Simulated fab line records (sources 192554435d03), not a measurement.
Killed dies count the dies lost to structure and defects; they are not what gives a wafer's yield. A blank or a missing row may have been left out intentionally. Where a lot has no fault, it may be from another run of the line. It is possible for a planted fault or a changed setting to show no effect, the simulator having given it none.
Split-lot experiment | flow n5Finfet | 21 wafers read across 7 lots, on a route 1938 steps long

== THE SPLIT ITSELF ==
At N5_BEOL_M2_TRENCH_ETCH_37 (etches SiOC in C4F6/O2, target depth 55.555 nm, time 29.2 s), the setting timeS was moved away from the recipe's 29.2 s on 8 of the 21 wafers read, by -16.6% to +20.8%. The other wafers ran this setting at the recipe's value.

== FROM THE SPLIT TO THE READING: what the file shows between them, 13 steps ==
- N5_BEOL_M2_ETCH_41: etches SiCN in CH3F/O2, target depth 29.9 nm, time 52.5 s
- N5_BEOL_M2_STRIP_97: strips in N2/H2, time 10 s
- N5_BEOL_M2_OCD_MEAS_38
- N5_BEOL_M2_HM_STRIP_39: strips TiN in peroxide tin strip, target depth 25 nm, time 158 s
- N5_BEOL_M2_SRD_40: time 30 s
- N5_BEOL_M2_ECD_50: material Cu, target thk 300 nm
- N5_BEOL_M2_ANNEAL_51: time 90 s
- N5_BEOL_M2_CMP_52: polishes, stops on SiOC, t overpolish 6.8 s, target thk 40 nm
- N5_BEOL_M2_THK_MEAS_53: measures by xrf
- N5_BEOL_M2_PRE_CLEAN_60: time 15 s
- N5_BEOL_M2_CO_CAP_55: material Co, precursor CCTBA/H2, target thk 2 nm, time 102.1 s
- N5_BEOL_M2_PRE_CLEAN_56: time 15 s
- N5_BEOL_M2_DEP_57: deposits SiCN from 3MS/NH3, target thk 8 nm, time 14 s

== THE READING ==
M2_RS (ohm/sq), read at N5_BEOL_M2_RS_MEAS_58 with a four-point probe. A value of 0.67 ohm/sq with a standard deviation of 0.036 ohm/sq is what fault-free wafers of this fab line usually give.

wafer  | tool, chamber at the split | timeS as run, s | against the recipe | M2_RS, ohm/sq | against lot-mates on the recipe
L077.4 | rieDiel-05, 0              | 24.94           | -14.6%             | 0.89          | +0.30
L077.5 | rieDiel-05, 2              | 29.2            | recipe             | 0.59          | -
L077.6 | rieDiel-05, 1              | 24.94           | -14.6%             | 0.87          | +0.28
L082.3 | rieDiel-01, 3              | 24.36           | -16.6%             | 0.87          | +0.25
L082.4 | rieDiel-01, 2              | 24.36           | -16.6%             | 0.93          | +0.31
L082.5 | rieDiel-01, 2              | 29.2            | recipe             | 0.62          | -
L084.2 | rieDiel-03, 0              | 29.2            | recipe             | 0.70          | -
L084.4 | rieDiel-03, 1              | 29.2            | recipe             | 0.69          | -
L084.5 | rieDiel-03, 0              | 29.2            | recipe             | 0.67          | -
L089.2 | rieDiel-05, 0              | 29.2            | recipe             | 0.65          | -
L089.4 | rieDiel-05, 3              | 29.2            | recipe             | 0.70          | -
L089.6 | rieDiel-05, 0              | 29.2            | recipe             | 0.70          | -
L093.1 | rieDiel-05, 0              | 35.26           | +20.8%             | 0.49          | -0.10
L093.2 | rieDiel-05, 2              | 29.2            | recipe             | 0.59          | -
L093.4 | rieDiel-05, 1              | 35.26           | +20.8%             | 0.46          | -0.13
L096.2 | rieDiel-01, 2              | 33.86           | +16.0%             | 0.54          | -0.16
L096.5 | rieDiel-01, 1              | 29.2            | recipe             | 0.70          | -
L096.6 | rieDiel-01, 0              | 33.86           | +16.0%             | 0.56          | -0.14
L097.1 | rieDiel-03, 1              | 29.2            | recipe             | 0.68          | -
L097.2 | rieDiel-03, 2              | 29.2            | recipe             | 0.59          | -
L097.5 | rieDiel-03, 0              | 29.2            | recipe             | 0.64          | -

FIT RESULTS
A straight line over all 21 wafers: M2_RS changes by -0.011 ohm/sq for each +1% of timeS; r = -0.93; the points scatter about the line by 0.049 ohm/sq.
The same after taking each lot's own level away (the mean of its wafers on the recipe; 21 wafers): -0.0118 ohm/sq for each +1%; r = -0.92; scatter 0.057 ohm/sq.
Per that fit: largest timeS move, reading shift of 0.25 ohm/sq.
The span of the lots' own levels, 0.590 to 0.700 ohm/sq, comes to 3.1 times the standard deviation stated above.
The two slopes are in agreement: the lot-to-lot level therefore moves the slope only a little.
Check: for one of the wafers moved furthest among these (+20.8%), held out of the fit, the line's prediction against its lot-mates is -0.241 ohm/sq. It came out at -0.1 ohm/sq against them.

== THE OTHER SPLITS THESE WAFERS WENT THROUGH ==
Note: prior to the reading, these wafers also went through further splits. Each is held against what the fit with the lots' levels taken away leaves over:
other split on the same wafers   | wafers away from the commonest value | r with M2_RS (lot level and that fit taken away)
N5_BEOL_M0_SAQP_DESCUM_45 timeS  | 6                                    | +0.14
N5_BEOL_M0_CUTY_EXPOSE_54 doseMj | 7                                    | +0.08
N5_BEOL_M0_ETCH_138 sourceW      | 8                                    | +0.11
N5_BEOL_M2_COAT_67 spinRpm       | 11                                   | +0.10
N5_BEOL_M2_EXPOSE_25 doseMj      | 6                                    | +0.07

== THE WHOLE CHAIN: every reading that the file lists as answering this split, in the file's order ==
step                      | what it does                                                  | reading                                                                     | change (the file's fit)               | r (the file's)
N5_BEOL_M2_TRENCH_ETCH_37 | etches SiOC in C4F6/O2, target depth 55.555 nm, time 29.2 s   | BEOL_M2.featureDepthNm (the simulator's own value, which no gauge read)     | +0.509 nm for each +1% of the setting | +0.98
N5_BEOL_M2_TRENCH_ETCH_37 | etches SiOC in C4F6/O2, target depth 55.555 nm, time 29.2 s   | etch.depthNm (the simulator's own value, which no gauge read)               | +0.51 nm for each +1% of the setting  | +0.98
N5_BEOL_M2_OCD_MEAS_38    |                                                               | trenchDepthNm                                                               | +0.505 nm for each +1% of the setting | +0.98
N5_BEOL_M2_CMP_52         | polishes, stops on SiOC, t overpolish 6.8 s, target thk 40 nm | Cu_of_BEOL_M2_ECD_50.thkNm (the simulator's own value, which no gauge read) | +0.555 nm for each +1% of the setting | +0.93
N5_BEOL_M2_THK_MEAS_53    | measures by xrf                                               | M2_THK                                                                      | +0.562 for each +1% of the setting    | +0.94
N5_BEOL_M2_RS_MEAS_58     | measures by four-point-probe                                  | M2_RS                                                                       | -0.0116 for each +1% of the setting   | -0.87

== THE FILE'S OWN FIT ==
M2_RS changes by -0.0116 ohm/sq for each +1% of timeS, r = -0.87.
